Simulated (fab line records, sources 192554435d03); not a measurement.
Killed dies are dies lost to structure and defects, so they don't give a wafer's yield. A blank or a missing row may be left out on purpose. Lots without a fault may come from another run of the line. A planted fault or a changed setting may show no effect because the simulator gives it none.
Problem report in the 8D (eight disciplines) form, filled by code | flow n5_finfet | the parts of the form that need people (team, actions taken, sign-off) are left out

1. THE PROBLEM
M15_THK at N5_BEOL_M15_THK_MEAS_50 reads a mean of 773 nm on 2 wafers of 2 lots; wafers without a fault read 848 nm with a standard deviation of 17. That is -4.4 standard deviations from the usual mean.
The step: measures by xrf.
First seen on wafer L892.4, day 17 19:54, on film_metro-02. The record holds 31 wafers of 11 lots with a number at this step. Rule for "out", or "out of limits": more than 4 standard deviations from the usual mean. The other wafers with a number count as sound.

2. WHAT IT IS AND WHAT IT IS NOT
question                    | is                           | is not
which readings at this step | M15_THK                      | -
which lots                  | L886, L892                   | L875, L877, L878, L880, L881, L882, L884, L895, L897
which wafers of those lots  | L886.4, L892.4               | L886.5, L892.2
read on which gauges        | film_metro-01, film_metro-02 | -
when                        | from day 17 19:54            | up to then (25 sound wafers); but 4 sound wafers of L886, L897 came after

3. SUSPECTS, AND WHAT RULES EACH OUT
Counting: a tool at a process step up to the reading stays a suspect if it ran every lot that is out. Sound lots after the first of them don't rule it out here, since some wafers of a struck lot are sound.
- the gauge at N5_BEOL_M15_THK_MEAS_50: ruled out. The wafers that are out were read on 2 gauges (film_metro-01, film_metro-02).
- rie_diel-05 at N5_BEOL_M15_ETCH_38 (etches SiCN in CF4/N2, target depth 106.4 nm, time 120.5 s): kept. It ran every lot that is out, first L892 (day 17 19:04); its last sound lot up to then is L884 (day 12 14:38). N5_BEOL_M15_ETCH_38 gives no start for some lots, so the hours and the order of its lots are those of N5_BEOL_M15_ECD_47.
- ecd_cu-02 at N5_BEOL_M15_ECD_47 (material Cu, target thk 1860 nm): kept. It ran every lot that is out, first L892 (day 17 19:04); its last sound lot up to then is L884 (day 12 14:38).
- Within rie_diel-05 at N5_BEOL_M15_ETCH_38: the wafers that are out ran in chamber 0; their sound lot-mates ran in chamber 1.
Left after counting: rie_diel-05 at N5_BEOL_M15_ETCH_38, ecd_cu-02 at N5_BEOL_M15_ECD_47.

4. THE CAUSE (what the simulator had put in)
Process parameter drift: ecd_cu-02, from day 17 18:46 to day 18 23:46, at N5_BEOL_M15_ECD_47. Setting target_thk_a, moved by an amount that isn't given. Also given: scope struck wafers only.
Counting left 2 suspects, and this tool is among them.

5. THE CHAIN OF EFFECTS, in route order
Each row: a reading whose mean over the struck wafers that have a number lies more than 3 standard deviations from the usual. Only readings for which the record gives a usual standard deviation are gone through. hours: the time from each lot's start at the first step in this table that gives one to its start at this step, as a median over the lots. sigmas: the change in usual standard deviations.
hours | step                    | reading | usual         | on struck wafers | change  | sigmas
0     | N5_BEOL_M15_THK_MEAS_50 | M15_THK | 848 nm        | 773              | -75     | -4.4
0     | N5_BEOL_M15_RS_MEAS_54  | M15_RS  | 0.0216 ohm/sq | 0.0237           | +0.0021 | +4.9

6. WHAT WOULD HAVE CAUGHT IT SOONER
In this record the first reading out of limits at a measuring or inspecting step was taken at day 17 19:54, 1 hour after the fault began at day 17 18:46.
Of the lots that are out (2), L886 began N5_BEOL_M15_ECD_47 on ecd_cu-02 after day 17 19:54. A hold on the tool at that time would have spared it.
